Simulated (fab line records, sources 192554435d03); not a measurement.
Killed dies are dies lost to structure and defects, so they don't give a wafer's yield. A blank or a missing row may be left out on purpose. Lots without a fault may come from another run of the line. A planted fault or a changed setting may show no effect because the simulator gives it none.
Chamber matching | flow n5_finfet | N5_BEOL_M10_CURE_72 on uv_cure-03: 3 sister chambers
The step cures SiCOH lowk, time 120 s. 6 wafers are shown with their chamber, then 9 later ones without.

WAFERS WITH THEIR CHAMBER
wafer  | chamber | wafer_temp_C_max | lamp_power_pct (%)
L081.5 | 2       | 371.3            | 52.38
L081.6 | 2       | 371.7            | 52.30
L078.2 | 0       | 371.5            | 52.23
L078.5 | 0       | 371.7            | 52.23
L086.2 | 1       | 372.6            | 52.29
L086.4 | 1       | 373.0            | 52.37

WAFERS WITHOUT THEIR CHAMBER
wafer  | wafer_temp_C_max | lamp_power_pct (%)
L091.1 | 372.0            | 52.36
L091.2 | 372.7            | 52.38
L091.6 | 373.5            | 52.28
L090.1 | 371.6            | 52.32
L090.3 | 371.3            | 52.30
L090.4 | 370.6            | 52.32
L095.1 | 371.6            | 52.29
L095.2 | 371.9            | 52.29
L095.6 | 371.9            | 52.38

WHICH CHAMBER EACH WENT THROUGH
wafer  | from the rows above          | in truth
L091.1 | can't be placed: 2 or 0 or 1 | 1
L091.2 | 1                            | 1
L091.6 | 1                            | 1
L090.1 | can't be placed: 2 or 0      | 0
L090.3 | can't be placed: 2 or 0      | 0
L090.4 | can't be placed: 2 or 0      | 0
L095.1 | can't be placed: 2 or 0      | 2
L095.2 | can't be placed: 0 or 2 or 1 | 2
L095.6 | can't be placed: 2 or 0 or 1 | 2
Placed correctly: 2 of 9. Can't be placed from these rows: 7 (the true chamber is among the candidates in 7). Placed wrongly: 0.
How it was worked out, from the rows above alone: a wafer's distance from a chamber is the root of the sum, over the readings, of the square of ((its reading less the chamber's mean) divided by the reading's scatter). The wafer belongs to the nearest chamber; if the next one is less than 2 further off, it can't be placed. A chamber's mean is the mean of its shown wafers. The scatter: the root of (the sum of the squares of (reading less its chamber's mean) over the shown wafers, divided by (wafers less chambers)).
